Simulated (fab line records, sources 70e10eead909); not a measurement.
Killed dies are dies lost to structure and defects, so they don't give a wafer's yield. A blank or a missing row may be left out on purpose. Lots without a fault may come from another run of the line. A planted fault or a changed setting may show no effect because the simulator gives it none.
A struck lot beside a sound one | flow nand_harc | 14 steps out of a route of 1302
Sound: wafers L747.3, L747.5, L747.6. Struck: wafers L755.3, L755.4, L755.5. The cause comes at the end.
At each step with rows: each side's tool, then ch and its chambers, then its first start. Under that, the readings that differ: sound wafers | struck wafers | difference of the means | sigmas: that difference in standard deviations of wafers without a fault.
alike: readings whose means differ by less than 2 such deviations, and words and numbers that are the same on both sides. not compared: withheld readings, readings that some wafer has no value for, bounds like >300 that may hide the same value, and numbers for which the record gives no deviation and whose values overlap.
The two part at a step that has a row with sigmas, a row that says differs or no value, or rows on one side only. Numbers that don't overlap but have no deviation are shown without sigmas and don't part them. A reading that every wafer of one side lacks parts them only if that side has two wafers or more.

NHARC_A_SOURCE_PLATE_THK_MEAS_06: measures by ellipsometry.
  sound on film_metro-02, day 8 05:14; struck on film_metro-01, day 11 21:58
  alike: thk_nm
NHARC_A_SOURCE_PLATE_INSPECT_08:
  sound on defect_inspect-01, day 8 05:17; struck on defect_inspect-01, day 11 22:02
  alike: raw_defect_count
then, 1 step without rows for these wafers: NHARC_A_ONON_D1_DEP_00 (target thk 1000 nm).
NHARC_A_ONON_D1_THK_MEAS_02: measures by ellipsometry.
  sound on film_metro-01, day 8 05:52; struck on film_metro-01, day 11 22:37
  alike: thk_nm
then, 1 step without rows for these wafers: NHARC_A_ONON_D1_DEP_03 (target thk 1000 nm).
NHARC_A_ONON_D1_THK_MEAS_05: measures by ellipsometry.
  sound on film_metro-01, day 8 06:26; struck on film_metro-02, day 11 23:11
  alike: thk_nm
then, 1 step without rows for these wafers: NHARC_A_ONON_D1_DEP_06 (target thk 1000 nm).
NHARC_A_ONON_D1_THK_MEAS_08: measures by ellipsometry.
  sound on film_metro-02, day 8 07:00; struck on film_metro-02, day 11 23:44
  alike: thk_nm
then, 1 step without rows for these wafers: NHARC_A_ONON_D1_DEP_09 (target thk 1000 nm).
NHARC_A_ONON_D1_THK_MEAS_11: measures by ellipsometry.
  sound on film_metro-02, day 8 07:34; struck on film_metro-02, day 12 00:19
  alike: thk_nm
NHARC_A_ONON_D1_DEP_12: target thk 1000 nm.
  sound on pecvd_onon-02 ch 0, day 8 07:44; struck on pecvd_onon-04 ch 0, day 12 00:29
NHARC_A_ONON_D1_THK_MEAS_14: measures by ellipsometry.
  sound on film_metro-01, day 8 08:07; struck on film_metro-02, day 12 00:52
  reading     | sound       | struck         | difference | sigmas
  thk_nm (nm) | 995 996 996 | 1534 1531 1534 | +537       | +49
then, 1 step without rows for these wafers: NHARC_A_ONON_D1_ANNEAL_15 (time 3600 s).
-- the record jumps here: 17 days lie between the struck wafers' starts before and after (it left off in module A_ONON_D1 and takes up again in module END, whose first step shown is number 1302 of the route) --
NHARC_END_SORT_01:
  the record has rows for the struck wafers here (prober-01 ch 0, day 29 07:11) and none for the sound ones

WHERE THEY PART
First at NHARC_A_ONON_D1_THK_MEAS_14; last, within this record, at NHARC_END_SORT_01.

WHY: what the simulator had put in
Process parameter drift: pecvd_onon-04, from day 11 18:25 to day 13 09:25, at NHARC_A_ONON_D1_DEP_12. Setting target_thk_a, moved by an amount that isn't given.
